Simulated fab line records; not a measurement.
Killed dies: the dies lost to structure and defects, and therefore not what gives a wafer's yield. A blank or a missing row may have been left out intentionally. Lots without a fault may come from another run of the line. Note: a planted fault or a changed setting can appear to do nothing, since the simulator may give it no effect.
The tool behind it: which one? ; flow nand harc ; Sampling: 12 lots, 36 wafers, 3 of 1302 route steps

## WHAT EACH GAUGE READ, for each wafer
NHARC_P_ZERO_WELL_CD_MEAS_24: the cd target is 720 nm. Usual: 719.0 nm for cd nm, sd 2.4.
lot;measured;on;cd nm (nm);flag
L561;day 3 04:35;cd sem-01;717.8 716.0 716.9;
L562;day 3 14:30;cd sem-01;718.0 716.9 723.6;
L563;day 4 00:36;cd sem-02;722.2 720.2 717.0;
L564;day 4 10:20;cd sem-03;718.2 717.4 719.5;
L566;day 5 06:35;cd sem-01;721.0 721.5 719.5;
L568;day 6 02:34;cd sem-01;716.1 721.9 719.1;
L574;day 8 14:34;cd sem-03;719.3 719.5 717.9;
L576;day 9 10:35;cd sem-03;719.0 716.5 718.0;
L577;day 9 20:57;cd sem-02;720.2 716.2 723.1;
L579;day 10 16:29;cd sem-03;716.3 717.4 717.2;
L580;day 11 02:29;cd sem-02;718.3 717.2 718.8;
L581;day 11 12:20;cd sem-03;723.0 722.3 722.5;

## WHAT TOOL EACH LOT RAN ON (gives the tool, then ch and the chambers of the sampled wafers, and finally the start)
lot;NHARC_P_ZERO_WELL_SOFTBAKE_06;NHARC_P_ZERO_WELL_DESCUM_13
L561;litho track-03 ch 0, day 3 02:00;rie diel-13 ch 0,1,2, day 3 03:25
L562;litho track-05 ch 0, day 3 12:00;rie diel-13 ch 0,1,2, day 3 13:16
L563;litho track-05 ch 0, day 3 22:00;rie diel-13 ch 2,3, day 3 23:25
L564;litho track-02 ch 0, day 4 08:00;rie diel-01 ch 0,1,3, day 4 09:16
L566;litho track-05 ch 0, day 5 04:00;rie diel-13 ch 0,1,3, day 5 05:25
L568;litho track-05 ch 0, day 6 00:00;rie diel-13 ch 0,2,3, day 6 01:23
L574;litho track-05 ch 0, day 8 12:00;rie diel-01 ch 0,1,3, day 8 13:25
L576;litho track-02 ch 0, day 9 08:00;rie diel-01 ch 0,3, day 9 09:24
L577;litho track-05 ch 0, day 9 18:00;rie diel-13 ch 0,1,2, day 9 19:38
L579;litho track-03 ch 0, day 10 14:00;rie diel-04 ch 1,2,3, day 10 15:23
L580;litho track-05 ch 0, day 11 00:00;rie diel-01 ch 1,3, day 11 01:24
L581;litho track-03 ch 0, day 11 10:00;rie diel-01 ch 0,2,3, day 11 11:17
- NHARC_P_ZERO_WELL_SOFTBAKE_06: time 70 s.
- NHARC_P_ZERO_WELL_DESCUM_13: chemistry O2, time 3 s.

## AS READ BY THE TOOLS THEMSELVES (means over the sampled wafers that have a number; for cases with no such wafer, the mark the record gives instead)
NHARC_P_ZERO_WELL_SOFTBAKE_06. Usual: 200.8 W for heater power total W, sd 1.3.
lot;tool;heater power total W (W);flag
L561;litho track-03;200.7;
L562;litho track-05;199.9;
L563;litho track-05;200.8;
L564;litho track-02;201.5;
L566;litho track-05;218.3;OFF
L568;litho track-05;218.4;OFF
L574;litho track-05;201.7;
L576;litho track-02;201.5;
L577;litho track-05;199.3;
L579;litho track-03;201.2;
L580;litho track-05;201.6;
L581;litho track-03;200.3;

NHARC_P_ZERO_WELL_DESCUM_13. Usual: drypump motor current A 5.8 A, standard deviation 0.45; o2 flow sccm 200.0 sccm, standard deviation 0.56; oes product au 1.002 a.u., standard deviation 0.011; rf vpp V 57.7 V, standard deviation 0.94; showerhead plenum p Torr 1.92 Torr, standard deviation 0.1; throttle valve pct 11.312 %, standard deviation 0.0091.
lot;tool;drypump motor current A (A);o2 flow sccm (sccm);oes product au (a.u.);rf vpp V (V);showerhead plenum p Torr (Torr);throttle valve pct (%);flag
L561;rie diel-13;5.9;199.9;1.008;58.0;1.91;11.315;
L562;rie diel-13;5.9;200.2;1.011;58.8;1.91;11.314;
L563;rie diel-13;5.7;200.0;1.001;56.8;1.82;11.314;
L564;rie diel-01;5.4;200.1;0.998;58.4;2.02;11.306;
L566;rie diel-13;6.1;199.4;1.004;57.4;1.88;11.317;
L568;rie diel-13;5.7;200.2;1.004;57.2;1.90;11.318;
L574;rie diel-01;5.4;199.9;1.005;58.6;2.01;11.308;
L576;rie diel-01;5.2;200.7;1.005;57.4;2.03;11.319;
L577;rie diel-13;5.9;200.2;0.998;57.5;1.89;11.312;
L579;rie diel-04;5.9;199.9;0.995;58.2;1.93;11.314;
L580;rie diel-01;5.4;199.8;0.988;57.6;1.97;11.304;
L581;rie diel-01;5.6;200.1;0.999;58.2;1.97;11.312;

## THE ANSWER, worked out from the rows above alone
Rule: lot off if the mean of its wafers having a number is beyond 3 standard deviations from the usual mean. Also off: a lot with no number at a reading for which 4 or more lots have one. Any other lot the step has rows for is counted as sound. First the gauges in route order, then the tools' own readings, where a lot's mean is used as printed above. The first step at which some lot is off is used, and at that step the reading that is off furthest; a lot without a number counts as furthest.
Off at NHARC_P_ZERO_WELL_SOFTBAKE_06 (heater power total W): L566, L568.
A tool fits if, at that step or a process step before it, it ran every lot that is off, and no sound lot after the first of them. Of those tried, none fits.

## WHAT THE SIMULATOR HAD INSERTED
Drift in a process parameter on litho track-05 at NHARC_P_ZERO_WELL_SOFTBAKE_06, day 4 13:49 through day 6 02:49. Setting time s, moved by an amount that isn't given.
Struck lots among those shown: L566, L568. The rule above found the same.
